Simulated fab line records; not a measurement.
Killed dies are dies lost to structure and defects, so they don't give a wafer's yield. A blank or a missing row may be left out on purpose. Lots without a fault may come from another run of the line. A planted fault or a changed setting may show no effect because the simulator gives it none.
Matching of chambers -- flow nand-harc -- NHARC_A_STAIRCASE_DEP_301 on pecvd-02: 3 sister chambers
The step deposits SiON, target thk 30 nm. 3 wafers are shown with their chamber, then 9 later ones without.

EACH WAFER AND ITS CHAMBER
wafer,chamber,heater-power-outer-w (W)
L081.2,2,483
L080.3,0,426
L080.5,1,571

WAFERS WITH NO CHAMBER GIVEN
wafer,heater-power-outer-w (W)
L082.1,460
L082.4,467
L082.5,578
L094.1,391
L094.4,466
L094.6,462
L096.3,394
L096.5,398
L096.6,574

WHICH CHAMBER EACH ONE RAN IN
wafer,from the rows above,in truth
L082.1,can't be placed: 2 or 0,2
L082.4,can't be placed: 2 or 0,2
L082.5,1,1
L094.1,0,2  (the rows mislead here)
L094.4,can't be placed: 2 or 0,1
L094.6,can't be placed: 2 or 0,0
L096.3,0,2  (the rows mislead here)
L096.5,0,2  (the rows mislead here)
L096.6,1,1
Placed correctly: 2 of 9. From these rows, 4 cannot be placed; in 3 the true chamber is one of the candidates. Number placed wrongly: 3.
How it was worked out, from the rows above alone: a wafer's distance from a chamber is the root of the sum, over the readings, of the square of ((its reading less the chamber's mean) divided by the reading's scatter). The wafer belongs to the nearest chamber; if the next one is less than 2 further off, it can't be placed. A chamber's mean is the mean of its shown wafers. The scatter: root of mean squared gap, hidden wafer to nearest shown wafer, with one shown wafer a chamber.
